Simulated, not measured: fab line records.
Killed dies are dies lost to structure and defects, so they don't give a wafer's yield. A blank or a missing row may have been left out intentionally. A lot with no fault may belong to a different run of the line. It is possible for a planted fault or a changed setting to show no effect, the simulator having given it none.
One fault seen from 2 desks + flow nand_harc + numbers are kept per desk, each desk with only its own; the story behind them comes last

## FOR THE TOOL OWNER'S DESK: rie_diel-08
The tool's own readings at NHARC_A_BLC_ETCH_17 (etches the open film in N2/H2, target depth 390 nm, time 609.38 s): means of the sampled wafers that have a number, for each lot that ran on this tool. A lot is out of limits, marked OUT, if its mean lies more than 4 standard deviations from the usual mean; the brackets give that distance.
Columns: A = drypump_motor_current_A at NHARC_A_BLC_ETCH_17, usual 5.8 A; B = oes_product_au at NHARC_A_BLC_ETCH_17, usual 0.998 a.u.; C = rf_vpp_V at NHARC_A_BLC_ETCH_17, usual 430 V; D = run_length_s at NHARC_A_BLC_ETCH_17, usual 630.6 s; E = showerhead_plenum_p_Torr at NHARC_A_BLC_ETCH_17, usual 2.03 Torr; F = throttle_valve_pct at NHARC_A_BLC_ETCH_17, usual 14.171 %
| lot  | first seen here | A   | B     | C   | D               | E    | F      |
|------|-----------------|-----|-------|-----|-----------------|------|--------|
| L684 | day 23 00:11    | 5.8 | 1.008 | 430 | 630.4           | 2.03 | 14.162 |
| L687 | day 23 07:52    | 6.0 | 1.003 | 433 | 630.0           | 2.10 | 14.168 |
| L686 | day 23 12:05    | 5.7 | 1.002 | 433 | 630.5           | 2.11 | 14.171 |
| L692 | day 26 14:43    | 5.7 | 1.007 | 434 | 610.8 (-48) OUT | 2.14 | 14.168 |
| L693 | day 26 17:22    | 5.7 | 1.016 | 432 | 611.2 (-47) OUT | 2.14 | 14.180 |
| L694 | day 26 23:49    | 5.3 | 1.010 | 434 | 620.8 (-24) OUT | 2.15 | 14.165 |
| L701 | day 29 17:26    | 6.3 | 0.994 | 429 | 630.3           | 1.97 | 14.178 |
| L703 | day 30 13:06    | 5.4 | 1.005 | 434 | 630.6           | 2.14 | 14.170 |
| L707 | day 32 14:17    | 5.7 | 1.018 | 432 | 630.5           | 2.10 | 14.176 |
This desk's verdict: out of limits on L692, L693, L694, starting with L692 at day 26 14:43 (run_length_s at NHARC_A_BLC_ETCH_17). L684, L687, L686, L701, L703, L707: within limits.

## THE DEFECT DESK
Per lot, the means of the sampled wafers with a number show what the inspections along the route counted. A lot is out of limits, marked OUT, if its mean lies more than 4 standard deviations from the usual mean; the brackets give that distance.
Columns: A = raw_defect_count at NHARC_A_BLC_INSPECT_12, usual 88
| lot  | first seen here | A   |
|------|-----------------|-----|
| L684 | day 22 23:51    | 115 |
| L687 | day 23 07:35    | 124 |
| L685 | day 23 09:07    | 89  |
| L686 | day 23 11:48    | 53  |
| L692 | day 26 14:26    | 144 |
| L693 | day 26 17:08    | 77  |
| L694 | day 26 23:29    | 101 |
| L701 | day 29 17:12    | 27  |
| L700 | day 29 18:45    | 150 |
| L703 | day 30 12:52    | 142 |
| L704 | day 31 04:05    | 95  |
| L707 | day 32 14:03    | 139 |
This desk's verdict: no lot among the 12 shows anything out of limits.

## BROUGHT TOGETHER
At day 26 14:43, on L692, L693, L694, the tool owner's desk was in a position to raise an alarm.
Nothing out of limits was seen by the defect desk.
The defect desk has L692, L693, L694 on record, within its limits.
The lots listed all ran NHARC_A_BLC_ETCH_17 on rie_diel-08.

## WHAT WAS PUT IN BY THE SIMULATOR
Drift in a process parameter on rie_diel-08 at NHARC_A_BLC_ETCH_17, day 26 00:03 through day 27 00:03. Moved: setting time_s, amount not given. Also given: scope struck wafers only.
Shown lots that were struck: L692, L693, L694.
Hours from the fault's start to each desk's first reading out of limits: the tool owner's desk, 15.
